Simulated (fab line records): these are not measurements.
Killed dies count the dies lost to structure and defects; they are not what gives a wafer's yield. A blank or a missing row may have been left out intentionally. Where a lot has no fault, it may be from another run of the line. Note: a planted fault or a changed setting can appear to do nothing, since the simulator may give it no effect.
The tool behind it: which one? / flow n5_finfet / 36 wafers from 12 lots sampled at 3 of the route's 1938 steps

WHAT THE GAUGES SHOWED, per wafer
N5_PMOS_HMC_CHANNEL_EPI_OVL_MEAS_10.
lot=L075; measured=day 1 23:29; on=overlay-01; PMOS_HMC_BLK_OVL (nm)=-0.8 0.0 -1.4
lot=L077; measured=day 2 11:06; on=overlay-02; PMOS_HMC_BLK_OVL (nm)=0.5 1.0 -0.4
lot=L079; measured=day 2 23:08; on=overlay-01; PMOS_HMC_BLK_OVL (nm)=-0.4 -1.5 0.6
lot=L081; measured=day 3 11:01; on=overlay-01; PMOS_HMC_BLK_OVL (nm)=-0.2 0.1 0.4
lot=L083; measured=day 4 00:14; on=overlay-01; PMOS_HMC_BLK_OVL (nm)=-0.6 0.3 -0.9
lot=L085; measured=day 4 11:18; on=overlay-02; PMOS_HMC_BLK_OVL (nm)=0.9 0.0 0.2
lot=L087; measured=day 4 23:42; on=overlay-02; PMOS_HMC_BLK_OVL (nm)=0.7 1.4 0.6
lot=L089; measured=day 5 11:32; on=overlay-01; PMOS_HMC_BLK_OVL (nm)=1.8 1.7 1.9
lot=L091; measured=day 5 23:17; on=overlay-01; PMOS_HMC_BLK_OVL (nm)=0.8 -0.8 0.4
lot=L093; measured=day 6 12:19; on=overlay-02; PMOS_HMC_BLK_OVL (nm)=0.8 0.1 0.8
lot=L095; measured=day 6 23:40; on=overlay-01; PMOS_HMC_BLK_OVL (nm)=0.3 -0.2 -0.1
lot=L097; measured=day 7 12:43; on=overlay-01; PMOS_HMC_BLK_OVL (nm)=2.0 2.2 1.2

EACH LOT AND THE TOOL THAT RAN IT (in order: tool; ch and the chambers of the sampled wafers; start)
lot=L075; N5_ZERO_LAYER_DESCUM_16=rie_diel-05 ch 1,2,3, day 1 18:50; N5_WELL_APT_DESCUM_30=rie_diel-02 ch 1,2,3, day 1 21:16
lot=L077; N5_ZERO_LAYER_DESCUM_16=rie_diel-03 ch 0,2,3, day 2 06:52; N5_WELL_APT_DESCUM_30=rie_diel-04 ch 1,2, day 2 08:59
lot=L079; N5_ZERO_LAYER_DESCUM_16=rie_diel-05 ch 0,1,2, day 2 18:41; N5_WELL_APT_DESCUM_30=rie_diel-01 ch 0,2,3, day 2 20:55
lot=L081; N5_ZERO_LAYER_DESCUM_16=rie_diel-03 ch 0,2,3, day 3 06:41; N5_WELL_APT_DESCUM_30=rie_diel-02 ch 1,3, day 3 08:55
lot=L083; N5_ZERO_LAYER_DESCUM_16=rie_diel-06 ch 0,1, day 3 19:07; N5_WELL_APT_DESCUM_30=rie_diel-01 ch 2,3, day 3 21:39
lot=L085; N5_ZERO_LAYER_DESCUM_16=rie_diel-06 ch 0,1,3, day 4 06:53; N5_WELL_APT_DESCUM_30=rie_diel-01 ch 0,2,3, day 4 08:59
lot=L087; N5_ZERO_LAYER_DESCUM_16=rie_diel-06 ch 0,1,2, day 4 18:55; N5_WELL_APT_DESCUM_30=rie_diel-01 ch 0,1,2, day 4 21:16
lot=L089; N5_ZERO_LAYER_DESCUM_16=rie_diel-06 ch 1,2,3, day 5 06:48; N5_WELL_APT_DESCUM_30=rie_diel-04 ch 0,2,3, day 5 09:14
lot=L091; N5_ZERO_LAYER_DESCUM_16=rie_diel-06 ch 1,2,3, day 5 18:43; N5_WELL_APT_DESCUM_30=rie_diel-04 ch 1,2,3, day 5 20:59
lot=L093; N5_ZERO_LAYER_DESCUM_16=rie_diel-05 ch 0,2,3, day 6 06:48; N5_WELL_APT_DESCUM_30=rie_diel-01 ch 1,2,3, day 6 10:00
lot=L095; N5_ZERO_LAYER_DESCUM_16=rie_diel-03 ch 1,3, day 6 18:50; N5_WELL_APT_DESCUM_30=rie_diel-01 ch 0,3, day 6 21:01
lot=L097; N5_ZERO_LAYER_DESCUM_16=rie_diel-05 ch 1,2, day 7 07:31; N5_WELL_APT_DESCUM_30=rie_diel-01 ch 1,2, day 7 09:53
- N5_ZERO_LAYER_DESCUM_16: chemistry O2, time 7.9 s.
- N5_WELL_APT_DESCUM_30: chemistry O2, time 7.9 s.

THE ANSWER, worked out from the rows above alone
Rule: usual is defined by the lots themselves. Put in order of their means at a reading, lots are off if they are a third of the lots or fewer, leave a main group of 4 or more, and stand apart from it by a gap of 3 or more times the standard deviation of the main group's means; of several such gaps the widest counts. The tables above print the reading to a certain number of digits; a main group whose means all agree to those digits is not used. Also off: a lot with no number at a reading for which 4 or more lots have one. All remaining lots with rows at the step are treated as sound.
No lot is off on any of the readings shown, so nothing can be concluded from this.

WHAT WAS PUT IN BY THE SIMULATOR
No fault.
